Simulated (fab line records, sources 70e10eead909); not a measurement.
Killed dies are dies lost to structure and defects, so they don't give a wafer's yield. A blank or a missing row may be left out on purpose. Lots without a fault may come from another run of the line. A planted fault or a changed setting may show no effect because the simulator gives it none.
A struck lot beside a sound one | flow nand_harc | 12 steps out of a route of 1302
Sound: wafers L318.3, L318.5, L318.6. Struck: wafer L328.2. (L328.1, L328.3 of the same lot were not struck and are left out.) The cause comes at the end.
At each step with rows: each side's tool, then ch and its chambers, then its first start. Under that, the readings that differ: sound wafers | struck wafers | difference of the means | sigmas: that difference in standard deviations of wafers without a fault.
alike: readings whose means differ by less than 2 such deviations, and words and numbers that are the same on both sides. not compared: withheld readings, readings that some wafer has no value for, bounds like >300 that may hide the same value, and numbers for which the record gives no deviation and whose values overlap.
The two part at a step that has a row with sigmas, a row that says differs or no value, or rows on one side only. Numbers that don't overlap but have no deviation are shown without sigmas and don't part them. A reading that every wafer of one side lacks parts them only if that side has two wafers or more.

first, 2 steps without rows for these wafers: NHARC_A_WL_FILL_ALD_02 (deposits TiN, target thk 2 nm, pulse time 3 s, ald cycles 100); NHARC_A_WL_FILL_CVD_03 (deposits W, target thk 40 nm, time 279 s).
NHARC_A_WL_FILL_ETCHBACK_04: etches the open film in NF3, target depth 60 nm, time 120 s.
  sound on rie_metal-03 ch 0,1, day 22 09:12; struck on rie_metal-03 ch 0, day 26 20:29
  reading                | sound | struck | difference                   | sigmas
  rf_hours_counter_h (h) | - - - | 1.4    | no value on the sound wafers |
  alike: drypump_motor_current_A, oes_product_au, run_length_s
NHARC_A_WL_FILL_ETCHBACK_05: etches the open film in Cl2/BCl3, target depth 22 nm, time 60 s.
  sound on rie_metal-03 ch 0,1, day 22 09:23; struck on rie_metal-03 ch 1, day 26 20:44
  reading                | sound             | struck | difference                   | sigmas
  oes_product_au (a.u.)  | 1.016 1.014 1.018 | 0.995  | -0.021                       | -2
  rf_hours_counter_h (h) | - - -             | 1.5    | no value on the sound wafers |
  alike: drypump_motor_current_A, run_length_s
NHARC_A_WL_FILL_STRIP_27: strips in N2/H2, time 20 s.
  sound on plasma_asher-02 ch 0,1, day 22 09:33; struck on plasma_asher-01 ch 0, day 26 20:52
  reading                     | sound       | struck | difference                   | sigmas
  drypump_motor_current_A (A) | 4.9 4.9 5.4 | 6.1    | +1.0                         | +2
  heater_power_w (W)          | 418 425 424 | 318    | -104                         | -3
  rf_hours_counter_h (h)      | - - -       | 23     | no value on the sound wafers |
then, 4 steps without rows for these wafers: NHARC_A_WL_FILL_STRIP_28 (strips in post etch residue remover, time 1200 s); NHARC_A_WL_FILL_PRECLEAN_06 (cleans in DIW, time 300 s); NHARC_A_WL_FILL_SRD_07; NHARC_A_WL_FILL_ANNEAL_08 (time 1800 s).
NHARC_A_WL_FILL_ALD_10: deposits SiO2, target thk 50 nm, pulse time 10 s, ald cycles 500.
  sound on ald_hk-03 ch 2,3, day 22 16:07; struck on ald_hk-04 ch 0, day 27 02:07
  reading                  | sound       | struck | difference | sigmas
  heater_power_outer_w (W) | 287 290 263 | 234    | -46        | -2
  heater_power_w (W)       | 520 529 472 | 444    | -63        | -2
  alike: precursor_pulse_height_rel
NHARC_A_WL_FILL_ETCHBACK_16: etches the open film in C4F8/O2/Ar, target depth 120 nm, time 24 s.
  sound on rie_diel-07 ch 1,2,3, day 22 20:46; struck on rie_diel-05 ch 3, day 27 06:12
  reading          | sound          | struck | difference | sigmas
  run_length_s (s) | 45.8 44.9 44.8 | 29.7   | -15.5      | -28
  alike: oes_product_au, rf_vpp_V
  not compared: rf_hours_counter_h
NHARC_A_WL_FILL_STRIP_29: strips in O2, time 20 s.
  sound on rie_diel-07 ch 0,2,3, day 22 20:51; struck on rie_diel-05 ch 3, day 27 06:19
  alike: drypump_motor_current_A, mfc_ar_sccm, o2_flow_sccm, oes_product_au, rf_vpp_V, showerhead_plenum_p_Torr, throttle_valve_pct
  not compared: rf_hours_counter_h

WHERE THEY PART
First at NHARC_A_WL_FILL_ETCHBACK_04; last, within this record, at NHARC_A_WL_FILL_ETCHBACK_16. Later steps at which nothing parts them and some readings are alike: NHARC_A_WL_FILL_STRIP_29.

WHY: what the simulator had put in
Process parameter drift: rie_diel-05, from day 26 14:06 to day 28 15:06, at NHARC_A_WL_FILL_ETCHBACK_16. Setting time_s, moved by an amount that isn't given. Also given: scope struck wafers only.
